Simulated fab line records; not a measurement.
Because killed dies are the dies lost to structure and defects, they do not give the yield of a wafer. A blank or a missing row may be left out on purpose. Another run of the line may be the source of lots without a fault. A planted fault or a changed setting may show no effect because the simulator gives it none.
Which tool did it? -- flow n5_finfet -- 9 lots with 27 wafers sampled at 5 steps, on a route of 1938 steps

## WHAT THE GAUGES SHOWED, per wafer
N5_BEOL_M4_RC_MEAS_101. Usual: DIBL_N 36.3 mV/V, standard deviation 2.2; DIBL_P 36.0 mV/V, standard deviation 2.4; IOFF_N 0.16 nA/um, standard deviation 0.042; IOFF_P 0.22 nA/um, standard deviation 0.041; ION_N 672 uA/um, standard deviation 14; ION_P 462 uA/um, standard deviation 7.9; SS_N 71.7 mV/dec, standard deviation 0.76; SS_P 73.3 mV/dec, standard deviation 0.72; VT_N 250 mV, standard deviation 3.6; VT_P -249 mV, standard deviation 3.
lot,measured,on,DIBL_N (mV/V),DIBL_P (mV/V),IOFF_N (nA/um),IOFF_P (nA/um),ION_N (uA/um),ION_P (uA/um),SS_N (mV/dec),SS_P (mV/dec),VT_N (mV),VT_P (mV),flag
L481,day 8 07:45,prober-02,37.1 35.7 38.0,36.6 36.3 37.9,0.18 0.15 0.20,0.24 0.24 0.27,673 667 679,467 466 463,71.0 71.5 72.0,73.4 73.0 73.9,251 252 244,-249 -246 -244,
L482,day 8 11:30,prober-02,34.8 38.0 36.3,35.2 37.8 36.1,0.15 0.21 0.17,0.20 0.26 0.22,679 687 689,465 464 465,70.7 72.2 71.3,72.5 74.1 73.2,251 248 249,-251 -249 -251,
L491,day 10 04:07,prober-01,38.3 35.6 37.6,37.9 33.7 35.8,0.18 0.14 0.15,0.26 0.19 0.23,672 668 663,471 458 464,72.0 71.0 72.1,73.9 72.3 73.1,250 254 253,-249 -252 -248,
L492,day 11 03:26,prober-02,40.4 36.1 36.4,38.4 35.9 36.5,0.35 0.17 0.17,0.28 0.22 0.23,682 662 650,459 457 448,75.0 71.7 72.5,73.8 73.2 73.4,244 249 250,-248 -250 -252,
L495,day 11 09:41,prober-02,34.4 34.4 33.5,35.2 34.6 34.2,0.16 0.16 0.14,0.24 0.23 0.22,671 689 668,466 475 464,72.1 71.0 70.8,73.3 73.2 72.4,250 247 252,-245 -244 -246,
L498,day 13 06:53,prober-01,35.3 35.4 38.4,33.0 32.8 37.0,0.13 0.14 0.21,0.18 0.19 0.25,679 667 696,469 457 479,70.9 71.1 71.5,73.2 73.2 73.8,254 252 247,-253 -255 -248,
L499,day 14 01:11,prober-01,37.3 38.0 33.8,39.3 39.8 34.4,0.20 0.21 0.12,0.30 0.31 0.19,689 692 661,482 476 460,70.9 72.5 70.5,74.7 74.0 72.2,244 245 252,-241 -244 -249,
L502,day 14 04:40,prober-01,39.2 38.6 38.5,37.0 38.2 37.3,0.23 0.20 0.20,0.21 0.22 0.21,668 685 688,447 460 454,74.3 72.2 72.5,73.7 73.6 73.6,251 249 250,-253 -251 -250,
L503,day 14 21:55,prober-02,36.6 34.5 33.8,36.4 35.3 34.7,0.15 0.13 0.11,0.18 0.18 0.16,655 664 657,445 459 453,72.2 70.8 70.8,73.0 72.3 72.7,253 251 255,-253 -255 -252,

## WHAT TOOL EACH LOT RAN ON (gives the tool, then ch and the chambers of the sampled wafers, and finally the start)
lot,N5_BEOL_M4_ETCH_74,N5_BEOL_M4_ETCH_63,N5_BEOL_M4_STRIP_66,N5_BEOL_M4_ALD_98
L481,"rie_diel-05 ch 2,3, day 7 23:10","rie_diel-05 ch 2,3, day 7 23:11","rie_diel-05 ch 2,3, day 7 23:21","ald_sin-02 ch 2,3, day 8 00:14"
L482,"rie_diel-05 ch 0,2,3, day 8 01:49","rie_diel-05 ch 0,2,3, day 8 01:50","rie_diel-05 ch 0,2,3, day 8 02:00","ald_sin-02 ch 2,3, day 8 03:01"
L491,"rie_diel-05 ch 1,2, day 9 21:26","rie_diel-05 ch 1,2, day 9 21:26","rie_diel-05 ch 1,2, day 9 21:36","ald_sin-03 ch 0,1,3, day 9 22:31"
L492,"rie_diel-05 ch 2,3, day 10 21:38","rie_diel-05 ch 2,3, day 10 21:40","rie_diel-05 ch 2,3, day 10 21:49","ald_sin-03 ch 0,1,3, day 10 22:48"
L495,"rie_diel-05 ch 0,2, day 11 04:23","rie_diel-05 ch 0,2, day 11 04:25","rie_diel-05 ch 0,2, day 11 04:34","ald_sin-02 ch 0,3, day 11 05:22"
L498,"rie_diel-05 ch 1,3, day 12 04:44","rie_diel-05 ch 1,3, day 12 04:46","rie_diel-05 ch 1,3, day 12 04:55","ald_sin-02 ch 1,2,3, day 12 06:13"
L499,"rie_diel-03 ch 0,3, day 12 10:18","rie_diel-03 ch 0,3, day 12 10:19","rie_diel-03 ch 0,3, day 12 10:28","ald_sin-02 ch 1,2,3, day 12 11:16"
L502,"rie_diel-01 ch 0,3, day 13 18:39","rie_diel-01 ch 0,3, day 13 18:40","rie_diel-01 ch 0,3, day 13 18:49","ald_sin-01 ch 0,2,3, day 13 19:51"
L503,"rie_diel-01 ch 2,3, day 14 01:21","rie_diel-01 ch 2,3, day 14 01:22","rie_diel-01 ch 2,3, day 14 01:32","ald_sin-02 ch 1,2,3, day 14 02:28"
- N5_BEOL_M4_ETCH_74: etches underlayer in N2/H2, target depth 6.5 nm, time 5.2 s.
- N5_BEOL_M4_ETCH_63: etches SiARC in CF4, target depth 15.6 nm, time 26 s.
- N5_BEOL_M4_STRIP_66: strips in CF4.
- N5_BEOL_M4_ALD_98: deposits SiO2, target thk 2.5 nm, pulse time 1 s, co reactant pulse time 1 s.

## AS READ BY THE TOOLS THEMSELVES (means over the sampled wafers that have a number; for cases with no such wafer, the mark the record gives instead)
N5_BEOL_M4_ETCH_74. Usual: drypump_motor_current_A 5.8 A, standard deviation 0.4; etch_rf_on_time_s 5.26 s, standard deviation 0.12; oes_product_au 0.65 a.u., standard deviation 0.079; rf_vpp_V 524 V, standard deviation 3.1; showerhead_plenum_p_Torr 2.55 Torr, standard deviation 0.1; throttle_valve_pct 17.87 %, standard deviation 0.19.
lot,tool,drypump_motor_current_A (A),etch_rf_on_time_s (s),oes_product_au (a.u.),rf_vpp_V (V),showerhead_plenum_p_Torr (Torr),throttle_valve_pct (%),flag
L481,rie_diel-05,6.1,5.15,0.62,521,2.49,17.85,
L482,rie_diel-05,6.1,5.21,0.61,522,2.48,17.87,
L491,rie_diel-05,5.7,5.39,0.58,523,2.53,17.97,
L492,rie_diel-05,6.1,5.30,0.61,524,2.55,17.98,
L495,rie_diel-05,6.1,5.19,0.68,527,2.66,17.84,
L498,rie_diel-05,5.7,5.19,0.74,522,2.45,17.60,
L499,rie_diel-03,5.5,5.35,0.58,522,2.46,18.09,
L502,rie_diel-01,5.4,5.34,0.66,527,2.67,17.94,
L503,rie_diel-01,5.6,5.27,0.70,526,2.61,17.88,

N5_BEOL_M4_ETCH_63. Usual: cf4_flow_sccm 100.0 sccm, standard deviation 0.31; drypump_motor_current_A 5.8 A, standard deviation 0.4; etch_rf_on_time_s 26.4 s, standard deviation 0.66; oes_product_au 0.65 a.u., standard deviation 0.079; rf_vpp_V 184.2 V, standard deviation 1.2; showerhead_plenum_p_Torr 2.15 Torr, standard deviation 0.081; throttle_valve_pct 15.69 %, standard deviation 0.23.
lot,tool,cf4_flow_sccm (sccm),drypump_motor_current_A (A),etch_rf_on_time_s (s),oes_product_au (a.u.),rf_vpp_V (V),showerhead_plenum_p_Torr (Torr),throttle_valve_pct (%),flag
L481,rie_diel-05,100.3,6.1,25.8,0.63,183.8,2.10,15.69,
L482,rie_diel-05,100.0,6.1,26.2,0.62,183.8,2.09,15.69,
L491,rie_diel-05,100.3,5.7,27.5,0.58,184.1,2.14,15.86,
L492,rie_diel-05,99.9,6.1,26.4,0.61,184.1,2.14,15.79,
L495,rie_diel-05,100.4,6.1,26.2,0.68,184.9,2.23,15.61,
L498,rie_diel-05,100.5,5.7,26.0,0.74,184.0,2.08,15.51,
L499,rie_diel-03,100.1,5.5,27.3,0.57,184.0,2.09,15.98,
L502,rie_diel-01,99.9,5.3,26.6,0.66,185.2,2.25,15.76,
L503,rie_diel-01,100.0,5.6,26.4,0.71,184.7,2.20,15.63,

N5_BEOL_M4_STRIP_66. Usual: cf4_flow_sccm 149.9 sccm, standard deviation 0.44; drypump_motor_current_A 5.8 A, standard deviation 0.4; oes_product_au 0.75 a.u., standard deviation 0.085; rf_vpp_V 271.3 V, standard deviation 1.7; showerhead_plenum_p_Torr 1.80 Torr, standard deviation 0.067; throttle_valve_pct 13.68 %, standard deviation 0.25.
lot,tool,cf4_flow_sccm (sccm),drypump_motor_current_A (A),oes_product_au (a.u.),rf_vpp_V (V),showerhead_plenum_p_Torr (Torr),throttle_valve_pct (%),flag
L481,rie_diel-05,149.9,6.1,0.72,271.1,1.76,13.71,
L482,rie_diel-05,150.2,6.1,0.72,270.3,1.76,13.68,
L491,rie_diel-05,150.0,5.7,0.69,271.1,1.80,13.88,
L492,rie_diel-05,150.0,6.1,0.71,271.5,1.80,13.79,
L495,rie_diel-05,149.4,6.1,0.79,272.3,1.86,13.59,
L498,rie_diel-05,150.4,5.7,0.86,269.7,1.75,13.51,
L499,rie_diel-03,149.8,5.5,0.68,269.9,1.76,14.00,
L502,rie_diel-01,150.2,5.3,0.78,272.9,1.89,13.74,
L503,rie_diel-01,150.1,5.6,0.82,272.1,1.84,13.61,

N5_BEOL_M4_ALD_98. Usual: heater_power_w 79 W, standard deviation 3.7; precursor_pulse_height_rel 0.999, standard deviation 0.019.
lot,tool,heater_power_w (W),precursor_pulse_height_rel,flag
L481,ald_sin-02,81,0.995,
L482,ald_sin-02,81,0.994,
L491,ald_sin-03,76,0.984,
L492,ald_sin-03,77,1.014,
L495,ald_sin-02,80,1.018,
L498,ald_sin-02,82,0.993,
L499,ald_sin-02,82,0.985,
L502,ald_sin-01,79,1.012,
L503,ald_sin-02,83,0.988,

## THE ANSWER, worked out from the rows above alone
Rule: a lot counts as off when the mean over its wafers that have a number is more than 3 standard deviations away from the usual mean. A lot without any number at a reading at which 4 lots or more have one is off too. Any other lot the step has rows for is counted as sound. First the gauges in route order, then the tools' own readings, where a lot's mean is used as printed above. At the first step where some lot is off, the reading lying furthest off is the one used; lots without a number count as furthest.
Across all readings shown, no lot is off: no conclusion can be drawn from this.

## WHAT THE SIMULATOR HAD PUT IN
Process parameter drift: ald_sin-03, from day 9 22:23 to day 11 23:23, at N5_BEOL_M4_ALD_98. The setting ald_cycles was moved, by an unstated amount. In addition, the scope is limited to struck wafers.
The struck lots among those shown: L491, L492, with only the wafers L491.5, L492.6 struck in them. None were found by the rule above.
